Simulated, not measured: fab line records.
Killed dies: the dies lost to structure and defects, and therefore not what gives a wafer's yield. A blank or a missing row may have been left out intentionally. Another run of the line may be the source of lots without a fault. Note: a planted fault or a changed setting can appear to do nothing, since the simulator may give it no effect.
Split-lot study | flow n5 finfet | 7 lots, 39 wafers read, on a route of 1938 steps

== THE SPLIT ITSELF ==
At N5_STI_FIN_REVEAL_RECESS_09 (chemistry HF/NH3, target SiO2, afs cycles 11, target depth 42.5 nm, sublimation time 60 s), the setting target depth a was moved away from the recipe's 425 angstrom on 18 of the 39 wafers read, by -3.3% to +4.3%. The other wafers ran this setting at the recipe's value.

== FROM THE SPLIT TO THE READING: what the file shows between them, 3 steps ==
- N5_STI_FIN_REVEAL_STRIP_16: strips SiNx in H3PO4, target depth 23.8 nm
- N5_STI_FIN_REVEAL_PRECLEAN_17: cleans in NF3:NH3, afs cycles 1, time 20 s, sublimation time 60 s
- N5_STI_FIN_REVEAL_SRD_23: time 30 s

== THE READING ==
trench depth nm, in nm, at N5_STI_FIN_REVEAL_FIN_H_MEAS_10. A value of 52.0 nm with a standard deviation of 0.64 nm is what fault-free wafers of this fab line usually give.

wafer  | tool, chamber at the split | target depth a as run, angstrom | against the recipe | trench depth nm, nm | against lot-mates on the recipe
L074.1 | vapor etch-02, 1           | 412.6                           | -2.9%              | 50.3                | -1.5
L074.2 | vapor etch-02, 0           | 425                             | recipe             | 51.6                | -
L074.3 | vapor etch-02, 0           | 425                             | recipe             | 51.7                | -
L074.4 | vapor etch-02, 1           | 412.6                           | -2.9%              | 49.6                | -2.2
L074.5 | vapor etch-02, 1           | 412.6                           | -2.9%              | 50.4                | -1.4
L074.6 | vapor etch-02, 0           | 425                             | recipe             | 52.0                | -
L075.2 | vapor etch-02, 0,0,1       | 425                             | recipe             | 52.1                | -
L075.4 | vapor etch-02, 0,0,1       | 425                             | recipe             | 51.9                | -
L075.6 | vapor etch-02, 0,0,1       | 425                             | recipe             | 51.8                | -
L081.1 | vapor etch-01, 0,1,1       | 425                             | recipe             | 51.7                | -
L081.2 | vapor etch-01, 0,1,1       | 425                             | recipe             | 52.2                | -
L081.3 | vapor etch-01, 1,0,0       | 432.8                           | +1.8%              | 53.0                | +1.2
L081.4 | vapor etch-01, 1,0,0       | 432.8                           | +1.8%              | 52.1                | +0.3
L081.5 | vapor etch-01, 1,0,0       | 432.8                           | +1.8%              | 53.0                | +1.2
L081.6 | vapor etch-01, 0,1,1       | 425                             | recipe             | 51.5                | -
L087.1 | vapor etch-01, 1,0,0       | 425                             | recipe             | 51.6                | -
L087.2 | vapor etch-01, 1,0,0       | 425                             | recipe             | 51.8                | -
L087.3 | vapor etch-01, 1,0,1       | 416.8                           | -1.9%              | 51.0                | -0.6
L087.4 | vapor etch-01, 1,0,0       | 425                             | recipe             | 51.4                | -
L087.5 | vapor etch-01, 1,0,1       | 416.8                           | -1.9%              | 51.2                | -0.4
L087.6 | vapor etch-01, 1,0,1       | 416.8                           | -1.9%              | 50.9                | -0.7
L091.1 | vapor etch-01, 1           | 425                             | recipe             | 53.1                | -
L091.2 | vapor etch-01, 0           | 410.9                           | -3.3%              | 50.8                | -2.4
L091.3 | vapor etch-01, 1           | 425                             | recipe             | 53.5                | -
L091.4 | vapor etch-01, 0           | 410.9                           | -3.3%              | 51.0                | -2.2
L091.5 | vapor etch-01, 1           | 425                             | recipe             | 52.9                | -
L091.6 | vapor etch-01, 0           | 410.9                           | -3.3%              | 51.6                | -1.6
L092.1 | vapor etch-02, 0,1,0       | 425                             | recipe             | 52.4                | -
L092.2 | vapor etch-02, 1,0,1       | 443.2                           | +4.3%              | 54.5                | +1.9
L092.3 | vapor etch-02, 0,1,0       | 425                             | recipe             | 52.8                | -
L092.4 | vapor etch-02, 1,0,1       | 443.2                           | +4.3%              | 54.2                | +1.6
L092.5 | vapor etch-02, 0,1,0       | 425                             | recipe             | 52.5                | -
L092.6 | vapor etch-02, 1,0,1       | 443.2                           | +4.3%              | 53.7                | +1.1
L094.1 | vapor etch-02, 0,0,1       | 439.3                           | +3.4%              | 52.7                | +1.1
L094.2 | vapor etch-02, 1,1,0       | 425                             | recipe             | 51.9                | -
L094.3 | vapor etch-02, 0,0,1       | 439.3                           | +3.4%              | 52.4                | +0.8
L094.4 | vapor etch-02, 1,1,0       | 425                             | recipe             | 51.6                | -
L094.5 | vapor etch-02, 0,0,1       | 439.3                           | +3.4%              | 52.2                | +0.6
L094.6 | vapor etch-02, 1,1,0       | 425                             | recipe             | 51.2                | -
Where a row lists several chambers, the file gives one row for several wafers and doesn't say which wafer went through which chamber.

THE FIT
A straight line over all 39 wafers: trench depth nm changes by +0.395 nm for each +1% of target depth a; r = +0.80; the points scatter about the line by 0.63 nm.
The same after taking each lot's own level away (the mean of its wafers on the recipe; 39 wafers): +0.429 nm for each +1%; r = +0.92; scatter 0.38 nm.
That fit puts the effect of the largest move of target depth a on the reading at 1.8 nm.
Measured against the standard deviation above, the lots' own levels, which go from 51.57 to 53.17 nm, span 2.5 times it.
The two slopes agree, so the slope changes little with the lot-to-lot level.
Check: with one of the wafers moved furthest among these (+4.3%) left out of the fit, the line predicts +1.69 nm for it against its lot-mates. Against them it came out at +1.93 nm.

== THESE WAFERS: OTHER SPLITS ==
Before the reading, these wafers also passed through other splits. Each is held against what the fit with the lots' levels taken away leaves over:
other split on the same wafers    | wafers away from the commonest value | r with trench depth nm (lot level and that fit taken away)
N5_WELL_APT_IMPLANT_15 energy kev | 15                                   | +0.00

== THE FILE'S OWN FIT ==
trench depth nm changes by +0.423 nm for each +1% of target depth a, r = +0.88.
